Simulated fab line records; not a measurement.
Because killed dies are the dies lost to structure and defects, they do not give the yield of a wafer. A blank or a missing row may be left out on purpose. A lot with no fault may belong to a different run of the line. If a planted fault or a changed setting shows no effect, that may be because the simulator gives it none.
Which tool was responsible? / flow nand_harc / 11 lots with 33 wafers sampled at 6 steps, on a route of 1302 steps

## WHAT THE GAUGES SHOWED, per wafer
NHARC_A_M1_OVL_MEAS_10: pitch 240 nm.
lot=L074; measured=day 23 14:24; on=overlay-02; overlay_x_nm (nm)=-0.3 -0.6 -0.5
lot=L077; measured=day 24 02:19; on=overlay-01; overlay_x_nm (nm)=-0.4 -0.2 -0.3
lot=L079; measured=day 24 13:25; on=overlay-02; overlay_x_nm (nm)=0.9 1.0 1.3
lot=L081; measured=day 25 22:50; on=overlay-01; overlay_x_nm (nm)=0.5 0.0 0.0
lot=L083; measured=day 26 08:25; on=overlay-02; overlay_x_nm (nm)=-0.8 -0.6 0.0
lot=L086; measured=day 28 05:41; on=overlay-02; overlay_x_nm (nm)=-0.6 -0.7 -1.2
lot=L089; measured=day 28 20:23; on=overlay-01; overlay_x_nm (nm)=-0.9 -0.6 0.1
lot=L092; measured=day 29 13:17; on=overlay-01; overlay_x_nm (nm)=-0.8 -0.3 -1.1
lot=L091; measured=day 29 23:01; on=overlay-02; overlay_x_nm (nm)=0.3 0.0 0.3
lot=L097; measured=day 31 17:34; on=overlay-01; overlay_x_nm (nm)=-0.6 -0.4 -0.3
lot=L096; measured=day 32 11:34; on=overlay-02; overlay_x_nm (nm)=0.3 0.1 0.0

## EACH LOT AND THE TOOL THAT RAN IT (in order: tool; ch and the chambers of the sampled wafers; start)
lot=L074; NHARC_A_CONTACT_ETCH_97=rie_diel-06 ch 0,1,2, day 22 16:23 or earlier; NHARC_A_CONTACT_ETCH_106=rie_diel-07 ch 1,2,3, day 22 16:23; NHARC_A_CONTACT_ETCH_89=rie_diel-06 ch 0,1,3, day 23 02:22 or earlier; NHARC_A_CONTACT_ETCH_138=har_cap_etch-01 ch 0,1, day 23 02:22; NHARC_A_BLC_ETCH_17=rie_diel-13 ch 0,2,3, day 23 14:24 or earlier
lot=L077; NHARC_A_CONTACT_ETCH_97=rie_diel-06 ch 1,2,3, day 23 07:56 or earlier; NHARC_A_CONTACT_ETCH_106=rie_diel-06 ch 0,1,3, day 23 07:56; NHARC_A_CONTACT_ETCH_89=rie_diel-06 ch 1,2, day 23 14:11 or earlier; NHARC_A_CONTACT_ETCH_138=har_cap_etch-01 ch 0,1, day 23 14:11; NHARC_A_BLC_ETCH_17=rie_diel-13 ch 2,3, day 24 02:19 or earlier
lot=L079; NHARC_A_CONTACT_ETCH_97=rie_diel-05 ch 1,2,3, day 23 19:28 or earlier; NHARC_A_CONTACT_ETCH_106=rie_diel-05 ch 0,2,3, day 23 19:28; NHARC_A_CONTACT_ETCH_89=rie_diel-05 ch 1,2,3, day 24 01:11 or earlier; NHARC_A_CONTACT_ETCH_138=har_cap_etch-03 ch 0,1, day 24 01:11; NHARC_A_BLC_ETCH_17=rie_diel-13 ch 0,1, day 24 13:25 or earlier
lot=L081; NHARC_A_CONTACT_ETCH_97=rie_diel-06 ch 0,1,3, day 25 03:38 or earlier; NHARC_A_CONTACT_ETCH_106=rie_diel-06 ch 0,1,3, day 25 03:38; NHARC_A_CONTACT_ETCH_89=rie_diel-07 ch 0,1,3, day 25 10:39 or earlier; NHARC_A_CONTACT_ETCH_138=har_cap_etch-03 ch 0,1, day 25 10:39; NHARC_A_BLC_ETCH_17=rie_diel-13 ch 0,1, day 25 22:50 or earlier
lot=L083; NHARC_A_CONTACT_ETCH_97=rie_diel-06 ch 1,3, day 25 14:35 or earlier; NHARC_A_CONTACT_ETCH_106=rie_diel-06 ch 2,3, day 25 14:35; NHARC_A_CONTACT_ETCH_89=rie_diel-06 ch 0,2, day 25 20:01 or earlier; NHARC_A_CONTACT_ETCH_138=har_cap_etch-03 ch 1, day 25 20:01; NHARC_A_BLC_ETCH_17=rie_diel-01 ch 0,3, day 26 08:25 or earlier
lot=L086; NHARC_A_CONTACT_ETCH_97=rie_diel-06 ch 0,3, day 27 09:23; NHARC_A_CONTACT_ETCH_106=rie_diel-05 ch 1,2,3, day 27 10:22; NHARC_A_CONTACT_ETCH_89=rie_diel-06 ch 1,2, day 27 17:15 or earlier; NHARC_A_CONTACT_ETCH_138=har_cap_etch-03 ch 0,1, day 27 17:15; NHARC_A_BLC_ETCH_17=rie_diel-13 ch 0,2, day 28 05:41 or earlier
lot=L089; NHARC_A_CONTACT_ETCH_97=rie_diel-06 ch 0,2,3, day 28 01:47 or earlier; NHARC_A_CONTACT_ETCH_106=rie_diel-06 ch 0,3, day 28 01:47; NHARC_A_CONTACT_ETCH_89=rie_diel-05 ch 0,1,2, day 28 07:32 or earlier; NHARC_A_CONTACT_ETCH_138=har_cap_etch-02 ch 0,1, day 28 07:32; NHARC_A_BLC_ETCH_17=rie_diel-13 ch 0,1,2, day 28 20:23 or earlier
lot=L092; NHARC_A_CONTACT_ETCH_97=rie_diel-05 ch 0,1,2, day 28 16:46 or earlier; NHARC_A_CONTACT_ETCH_106=rie_diel-05 ch 1,2, day 28 16:46; NHARC_A_CONTACT_ETCH_89=rie_diel-05 ch 0,1,2, day 29 01:05 or earlier; NHARC_A_CONTACT_ETCH_138=har_cap_etch-02 ch 0,1, day 29 01:05; NHARC_A_BLC_ETCH_17=rie_diel-01 ch 1,3, day 29 13:17 or earlier
lot=L091; NHARC_A_CONTACT_ETCH_97=rie_diel-05 ch 0,2,3, day 29 04:23 or earlier; NHARC_A_CONTACT_ETCH_106=rie_diel-06 ch 0,3, day 29 04:23; NHARC_A_CONTACT_ETCH_89=rie_diel-06 ch 1,2, day 29 10:12 or earlier; NHARC_A_CONTACT_ETCH_138=har_cap_etch-02 ch 0,1, day 29 10:12; NHARC_A_BLC_ETCH_17=rie_diel-13 ch 0,1, day 29 23:01 or earlier
lot=L097; NHARC_A_CONTACT_ETCH_97=rie_diel-05 ch 1,2,3, day 30 21:44 or earlier; NHARC_A_CONTACT_ETCH_106=rie_diel-05 ch 0,3, day 30 21:44; NHARC_A_CONTACT_ETCH_89=rie_diel-06 ch 0,1,2, day 31 05:29 or earlier; NHARC_A_CONTACT_ETCH_138=har_cap_etch-02 ch 0,1, day 31 05:29; NHARC_A_BLC_ETCH_17=rie_diel-13 ch 0,3, day 31 17:34 or earlier
lot=L096; NHARC_A_CONTACT_ETCH_97=rie_diel-06 ch 0,1, day 31 13:52 or earlier; NHARC_A_CONTACT_ETCH_106=rie_diel-06 ch 1,2,3, day 31 13:52; NHARC_A_CONTACT_ETCH_89=rie_diel-05 ch 0,3, day 31 23:13 or earlier; NHARC_A_CONTACT_ETCH_138=har_cap_etch-01 ch 0,1, day 31 23:13; NHARC_A_BLC_ETCH_17=rie_diel-01 ch 2,3, day 32 11:34 or earlier
- NHARC_A_CONTACT_ETCH_97: etches the open film in C4F6/O2, target depth 20 nm, time 10 s.
- NHARC_A_CONTACT_ETCH_106: etches the open film in CF4/O2, target depth 90 nm, overetch 9 nm, time 49.5 s.
- NHARC_A_CONTACT_ETCH_89: etches the open film in N2/H2, target depth 260 nm, time 475.3 s.
- NHARC_A_CONTACT_ETCH_138: etches the open film in C4F8/O2/Ar, time 311 s, target depth 1914 nm.
- NHARC_A_BLC_ETCH_17: etches the open film in N2/H2, target depth 390 nm, time 609.38 s.

## THE ANSWER, worked out from the rows above alone
Rule: the lots themselves supply what counts as usual. Put in order of their means at a reading, lots are off if they are a third of the lots or fewer, leave a main group of 4 or more, and stand apart from it by a gap of 3 or more times the standard deviation of the main group's means; of several such gaps the widest counts. If all means in a main group match to the digits the tables above print for the reading, that group is not used. Also off: a lot with no number at a reading for which 4 or more lots have one. Where the step has rows for the other lots, those lots are counted as sound.
Across all readings shown, no lot is off: no conclusion can be drawn from this.

## WHAT HAD BEEN PUT IN BY THE SIMULATOR
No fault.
